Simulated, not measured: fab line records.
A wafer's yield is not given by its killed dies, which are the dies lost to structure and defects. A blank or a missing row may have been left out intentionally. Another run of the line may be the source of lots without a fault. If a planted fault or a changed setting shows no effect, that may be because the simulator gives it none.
Which tool was responsible? || flow nand-harc || 12 lots, 36 wafers sampled, at 5 steps of a route of 1159

== WHAT THE GAUGES READ, wafer by wafer ==
NHARC_END_SORT_01.
{"lot": "L735", "measured": "day 25 03:21", "on": "prober-01", "killed-at-array": 33, "killed-at-other": 1, "killed-at-periphery": 4, "killed-dies": 38, "killed-open": 6, "killed-short": 4}

== EACH LOT AND THE TOOL THAT RAN IT (in order: tool; ch and the chambers of the sampled wafers; start) ==
{"lot": "L714", "NHARC_A_CHANNEL_HOLE_D1_ETCH_24": "har-etch-02 ch 1, day 8 19:11", "NHARC_A_CHANNEL_HOLE_D1_ETCH_26": "har-etch-02 ch 1, day 8 20:44", "NHARC_A_CHANNEL_FILL_D1_ALD_02": "ald-hk-03 ch 1,2,3, day 9 00:59", "NHARC_A_CHANNEL_FILL_D1_ALD_14": "ald-hk-03 ch 1,3, day 9 08:03"}
{"lot": "L716", "NHARC_A_CHANNEL_HOLE_D1_ETCH_24": "har-etch-02 ch 0,1, day 9 08:45", "NHARC_A_CHANNEL_HOLE_D1_ETCH_26": "har-etch-02 ch 0,1, day 9 10:24", "NHARC_A_CHANNEL_FILL_D1_ALD_02": "ald-hk-04 ch 0,1,3, day 9 12:35", "NHARC_A_CHANNEL_FILL_D1_ALD_14": "ald-hk-04 ch 2,3, day 9 19:33"}
{"lot": "L717", "NHARC_A_CHANNEL_HOLE_D1_ETCH_24": "har-etch-01 ch 0,1, day 9 09:55", "NHARC_A_CHANNEL_HOLE_D1_ETCH_26": "har-etch-01 ch 0,1, day 9 11:23", "NHARC_A_CHANNEL_FILL_D1_ALD_02": "ald-hk-04 ch 0,2,3, day 9 13:41", "NHARC_A_CHANNEL_FILL_D1_ALD_14": "ald-hk-03 ch 0,1, day 9 19:35"}
{"lot": "L720", "NHARC_A_CHANNEL_HOLE_D1_ETCH_24": "har-etch-02 ch 0,1, day 10 01:32", "NHARC_A_CHANNEL_HOLE_D1_ETCH_26": "har-etch-02 ch 0,1, day 10 02:59", "NHARC_A_CHANNEL_FILL_D1_ALD_02": "ald-hk-04 ch 0,1, day 10 05:05", "NHARC_A_CHANNEL_FILL_D1_ALD_14": "ald-hk-03 ch 0,1, day 10 12:07"}
{"lot": "L719", "NHARC_A_CHANNEL_HOLE_D1_ETCH_24": "har-etch-01 ch 0,1, day 10 02:03", "NHARC_A_CHANNEL_HOLE_D1_ETCH_26": "har-etch-01 ch 0,1, day 10 03:35", "NHARC_A_CHANNEL_FILL_D1_ALD_02": "ald-hk-04 ch 0,1,2, day 10 05:52", "NHARC_A_CHANNEL_FILL_D1_ALD_14": "ald-hk-01 ch 2,3, day 10 12:09"}
{"lot": "L722", "NHARC_A_CHANNEL_HOLE_D1_ETCH_24": "har-etch-02 ch 0,1, day 10 18:44", "NHARC_A_CHANNEL_HOLE_D1_ETCH_26": "har-etch-02 ch 0,1, day 10 20:24", "NHARC_A_CHANNEL_FILL_D1_ALD_02": "ald-hk-04 ch 1,2,3, day 10 22:43", "NHARC_A_CHANNEL_FILL_D1_ALD_14": "ald-hk-01 ch 0,1,2, day 11 05:44"}
{"lot": "L724", "NHARC_A_CHANNEL_HOLE_D1_ETCH_24": "har-etch-02 ch 1, day 11 11:04", "NHARC_A_CHANNEL_HOLE_D1_ETCH_26": "har-etch-02 ch 1, day 11 12:38", "NHARC_A_CHANNEL_FILL_D1_ALD_02": "ald-hk-04 ch 2,3, day 11 14:44", "NHARC_A_CHANNEL_FILL_D1_ALD_14": "ald-hk-03 ch 0,1,3, day 11 21:47"}
{"lot": "L726", "NHARC_A_CHANNEL_HOLE_D1_ETCH_24": "har-etch-01 ch 0,1, day 11 21:59", "NHARC_A_CHANNEL_HOLE_D1_ETCH_26": "har-etch-01 ch 0,1, day 11 23:32", "NHARC_A_CHANNEL_FILL_D1_ALD_02": "ald-hk-04 ch 0,1,2, day 12 01:48", "NHARC_A_CHANNEL_FILL_D1_ALD_14": "ald-hk-04 ch 0,1,3, day 12 07:34"}
{"lot": "L723", "NHARC_A_CHANNEL_HOLE_D1_ETCH_24": "har-etch-02 ch 0,1, day 12 05:03", "NHARC_A_CHANNEL_HOLE_D1_ETCH_26": "har-etch-02 ch 0,1, day 12 06:41", "NHARC_A_CHANNEL_FILL_D1_ALD_02": "ald-hk-01 ch 0,1,2, day 12 08:49", "NHARC_A_CHANNEL_FILL_D1_ALD_14": "ald-hk-03 ch 0,2,3, day 12 15:51"}
{"lot": "L735", "NHARC_A_CHANNEL_HOLE_D1_ETCH_24": "har-etch-02 ch 0,1, day 13 21:55", "NHARC_A_CHANNEL_HOLE_D1_ETCH_26": "har-etch-02 ch 0,1, day 13 23:35", "NHARC_A_CHANNEL_FILL_D1_ALD_02": "ald-hk-04 ch 1,2,3, day 14 01:44", "NHARC_A_CHANNEL_FILL_D1_ALD_14": "ald-hk-03 ch 0,2,3, day 14 09:01"}
{"lot": "L736", "NHARC_A_CHANNEL_HOLE_D1_ETCH_24": "har-etch-02 ch 0,1, day 14 02:13", "NHARC_A_CHANNEL_HOLE_D1_ETCH_26": "har-etch-02 ch 0,1, day 14 03:46", "NHARC_A_CHANNEL_FILL_D1_ALD_02": "ald-hk-04 ch 1,3, day 14 05:52", "NHARC_A_CHANNEL_FILL_D1_ALD_14": "ald-hk-01 ch 1,2,3, day 14 13:29"}
{"lot": "L734", "NHARC_A_CHANNEL_HOLE_D1_ETCH_24": "har-etch-02 ch 0,1, day 14 06:22", "NHARC_A_CHANNEL_HOLE_D1_ETCH_26": "har-etch-02 ch 0,1, day 14 07:55", "NHARC_A_CHANNEL_FILL_D1_ALD_02": "ald-hk-03 ch 0,1,3, day 14 10:00", "NHARC_A_CHANNEL_FILL_D1_ALD_14": "ald-hk-03 ch 0,1,3, day 14 20:26"}
- NHARC_A_CHANNEL_HOLE_D1_ETCH_24: etches the open film in C4F8/O2/Ar, time 906.2 s, target depth 1500 nm.
- NHARC_A_CHANNEL_HOLE_D1_ETCH_26: etches the open film in C4F8/O2/Ar, time 224.1 s, target depth 300 nm.
- NHARC_A_CHANNEL_FILL_D1_ALD_02: deposits SiO2, target thk 6 nm, pulse time 10 s, ald cycles 60.
- NHARC_A_CHANNEL_FILL_D1_ALD_14: deposits SiO2, target thk 2.5 nm, pulse time 10 s, ald cycles 25.

== AS READ BY THE TOOLS THEMSELVES (means over the sampled wafers that have a number; for cases with no such wafer, the mark the record gives instead) ==
NHARC_A_CHANNEL_HOLE_D1_ETCH_24.
{"lot": "L714", "tool": "har-etch-02", "drypump-motor-current-A (A)": 5.2, "showerhead-plenum-p-Torr (Torr)": 3.866, "temp-c (C)": -19.95, "throttle-valve-pct (%)": 32.229}
{"lot": "L716", "tool": "har-etch-02", "drypump-motor-current-A (A)": 6.0, "showerhead-plenum-p-Torr (Torr)": 3.863, "temp-c (C)": -19.98, "throttle-valve-pct (%)": 32.240}
{"lot": "L717", "tool": "har-etch-01", "drypump-motor-current-A (A)": 5.9, "showerhead-plenum-p-Torr (Torr)": 3.817, "temp-c (C)": -20.17, "throttle-valve-pct (%)": 32.227}
{"lot": "L720", "tool": "har-etch-02", "drypump-motor-current-A (A)": 5.6, "showerhead-plenum-p-Torr (Torr)": 3.860, "temp-c (C)": -19.95, "throttle-valve-pct (%)": 32.239}
{"lot": "L719", "tool": "har-etch-01", "drypump-motor-current-A (A)": 5.9, "showerhead-plenum-p-Torr (Torr)": 3.813, "temp-c (C)": -20.13, "throttle-valve-pct (%)": 32.238}
{"lot": "L722", "tool": "har-etch-02", "drypump-motor-current-A (A)": 5.6, "showerhead-plenum-p-Torr (Torr)": 3.856, "temp-c (C)": -19.98, "throttle-valve-pct (%)": 32.238}
{"lot": "L724", "tool": "har-etch-02", "drypump-motor-current-A (A)": 5.2, "showerhead-plenum-p-Torr (Torr)": 3.852, "temp-c (C)": -20.03, "throttle-valve-pct (%)": 32.232}
{"lot": "L726", "tool": "har-etch-01", "drypump-motor-current-A (A)": 5.9, "showerhead-plenum-p-Torr (Torr)": 3.804, "temp-c (C)": -19.90, "throttle-valve-pct (%)": 32.234}
{"lot": "L723", "tool": "har-etch-02", "drypump-motor-current-A (A)": 5.6, "showerhead-plenum-p-Torr (Torr)": 3.847, "temp-c (C)": -19.93, "throttle-valve-pct (%)": 32.238}
{"lot": "L735", "tool": "har-etch-02", "drypump-motor-current-A (A)": 5.6, "showerhead-plenum-p-Torr (Torr)": 3.835, "temp-c (C)": -20.10, "throttle-valve-pct (%)": 32.236}
{"lot": "L736", "tool": "har-etch-02", "drypump-motor-current-A (A)": 6.0, "showerhead-plenum-p-Torr (Torr)": 3.833, "temp-c (C)": -19.91, "throttle-valve-pct (%)": 32.235}
{"lot": "L734", "tool": "har-etch-02", "drypump-motor-current-A (A)": 6.0, "showerhead-plenum-p-Torr (Torr)": 3.831, "temp-c (C)": -20.03, "throttle-valve-pct (%)": 32.232}

NHARC_A_CHANNEL_HOLE_D1_ETCH_26.
{"lot": "L714", "tool": "har-etch-02", "drypump-motor-current-A (A)": 5.2, "showerhead-plenum-p-Torr (Torr)": 3.926, "temp-c (C)": -20.14, "throttle-valve-pct (%)": 24.581}
{"lot": "L716", "tool": "har-etch-02", "drypump-motor-current-A (A)": 5.9, "showerhead-plenum-p-Torr (Torr)": 3.923, "temp-c (C)": -19.94, "throttle-valve-pct (%)": 24.578}
{"lot": "L717", "tool": "har-etch-01", "drypump-motor-current-A (A)": 5.9, "showerhead-plenum-p-Torr (Torr)": 3.874, "temp-c (C)": -20.05, "throttle-valve-pct (%)": 24.583}
{"lot": "L720", "tool": "har-etch-02", "drypump-motor-current-A (A)": 5.6, "showerhead-plenum-p-Torr (Torr)": 3.919, "temp-c (C)": -20.00, "throttle-valve-pct (%)": 24.578}
{"lot": "L719", "tool": "har-etch-01", "drypump-motor-current-A (A)": 5.9, "showerhead-plenum-p-Torr (Torr)": 3.869, "temp-c (C)": -20.01, "throttle-valve-pct (%)": 24.577}
{"lot": "L722", "tool": "har-etch-02", "drypump-motor-current-A (A)": 5.6, "showerhead-plenum-p-Torr (Torr)": 3.915, "temp-c (C)": -19.94, "throttle-valve-pct (%)": 24.583}
{"lot": "L724", "tool": "har-etch-02", "drypump-motor-current-A (A)": 5.2, "showerhead-plenum-p-Torr (Torr)": 3.911, "temp-c (C)": -20.04, "throttle-valve-pct (%)": 24.576}
{"lot": "L726", "tool": "har-etch-01", "drypump-motor-current-A (A)": 5.9, "showerhead-plenum-p-Torr (Torr)": 3.859, "temp-c (C)": -19.92, "throttle-valve-pct (%)": 24.584}
{"lot": "L723", "tool": "har-etch-02", "drypump-motor-current-A (A)": 5.6, "showerhead-plenum-p-Torr (Torr)": 3.905, "temp-c (C)": -19.95, "throttle-valve-pct (%)": 24.587}
{"lot": "L735", "tool": "har-etch-02", "drypump-motor-current-A (A)": 5.6, "showerhead-plenum-p-Torr (Torr)": 3.893, "temp-c (C)": -19.98, "throttle-valve-pct (%)": 24.595}
{"lot": "L736", "tool": "har-etch-02", "drypump-motor-current-A (A)": 6.0, "showerhead-plenum-p-Torr (Torr)": 3.891, "temp-c (C)": -20.00, "throttle-valve-pct (%)": 24.583}
{"lot": "L734", "tool": "har-etch-02", "drypump-motor-current-A (A)": 6.0, "showerhead-plenum-p-Torr (Torr)": 3.888, "temp-c (C)": -19.93, "throttle-valve-pct (%)": 24.588}

NHARC_A_CHANNEL_FILL_D1_ALD_02.
{"lot": "L714", "tool": "ald-hk-03", "heater-power-w (W)": 474, "precursor-pulse-height-rel": 0.989}
{"lot": "L716", "tool": "ald-hk-04", "heater-power-w (W)": 478, "precursor-pulse-height-rel": 0.991}
{"lot": "L717", "tool": "ald-hk-04", "heater-power-w (W)": 478, "precursor-pulse-height-rel": 0.996}
{"lot": "L720", "tool": "ald-hk-04", "heater-power-w (W)": 443, "precursor-pulse-height-rel": 1.001}
{"lot": "L719", "tool": "ald-hk-04", "heater-power-w (W)": 441, "precursor-pulse-height-rel": 0.998}
{"lot": "L722", "tool": "ald-hk-04", "heater-power-w (W)": 478, "precursor-pulse-height-rel": 1.013}
{"lot": "L724", "tool": "ald-hk-04", "heater-power-w (W)": 512, "precursor-pulse-height-rel": 1.002}
{"lot": "L726", "tool": "ald-hk-04", "heater-power-w (W)": 432, "precursor-pulse-height-rel": 1.000}
{"lot": "L723", "tool": "ald-hk-01", "heater-power-w (W)": 457, "precursor-pulse-height-rel": 1.004}
{"lot": "L735", "tool": "ald-hk-04", "heater-power-w (W)": 465, "precursor-pulse-height-rel": 0.995}
{"lot": "L736", "tool": "ald-hk-04", "heater-power-w (W)": 473, "precursor-pulse-height-rel": 0.986}
{"lot": "L734", "tool": "ald-hk-03", "heater-power-w (W)": 460, "precursor-pulse-height-rel": 0.985}

NHARC_A_CHANNEL_FILL_D1_ALD_14.
{"lot": "L714", "tool": "ald-hk-03", "heater-power-w (W)": 510, "precursor-pulse-height-rel": 0.987}
{"lot": "L716", "tool": "ald-hk-04", "heater-power-w (W)": 512, "precursor-pulse-height-rel": 1.014}
{"lot": "L717", "tool": "ald-hk-03", "heater-power-w (W)": 499, "precursor-pulse-height-rel": 0.995}
{"lot": "L720", "tool": "ald-hk-03", "heater-power-w (W)": 451, "precursor-pulse-height-rel": 1.009}
{"lot": "L719", "tool": "ald-hk-01", "heater-power-w (W)": 480, "precursor-pulse-height-rel": 0.997}
{"lot": "L722", "tool": "ald-hk-01", "heater-power-w (W)": 452, "precursor-pulse-height-rel": 1.016}
{"lot": "L724", "tool": "ald-hk-03", "heater-power-w (W)": 462, "precursor-pulse-height-rel": 0.995}
{"lot": "L726", "tool": "ald-hk-04", "heater-power-w (W)": 486, "precursor-pulse-height-rel": 0.996}
{"lot": "L723", "tool": "ald-hk-03", "heater-power-w (W)": 447, "precursor-pulse-height-rel": 1.010}
{"lot": "L735", "tool": "ald-hk-03", "heater-power-w (W)": 438, "precursor-pulse-height-rel": 1.010}
{"lot": "L736", "tool": "ald-hk-01", "heater-power-w (W)": 465, "precursor-pulse-height-rel": 0.984}
{"lot": "L734", "tool": "ald-hk-03", "heater-power-w (W)": 474, "precursor-pulse-height-rel": 1.009}

== THE ANSWER, worked out from the rows above alone ==
Rule: usual is defined by the lots themselves. Put in order of their means at a reading, lots are off if they are a third of the lots or fewer, leave a main group of 4 or more, and stand apart from it by a gap of 3 or more times the standard deviation of the main group's means; of several such gaps the widest counts. A main group is skipped when, at the precision printed for the reading in the tables above, its means are all equal. A lot without any number at a reading at which 4 lots or more have one is off too. Where the step has rows for the other lots, those lots are counted as sound. The gauges are gone through in route order, then the tools' own readings, and for those a lot's mean is taken as printed above. At the first step where some lot is off, the reading lying furthest off is the one used; lots without a number count as furthest.
Nothing can be told from this: no lot is off at any reading shown.

== WHAT THE SIMULATOR HAD PUT IN ==
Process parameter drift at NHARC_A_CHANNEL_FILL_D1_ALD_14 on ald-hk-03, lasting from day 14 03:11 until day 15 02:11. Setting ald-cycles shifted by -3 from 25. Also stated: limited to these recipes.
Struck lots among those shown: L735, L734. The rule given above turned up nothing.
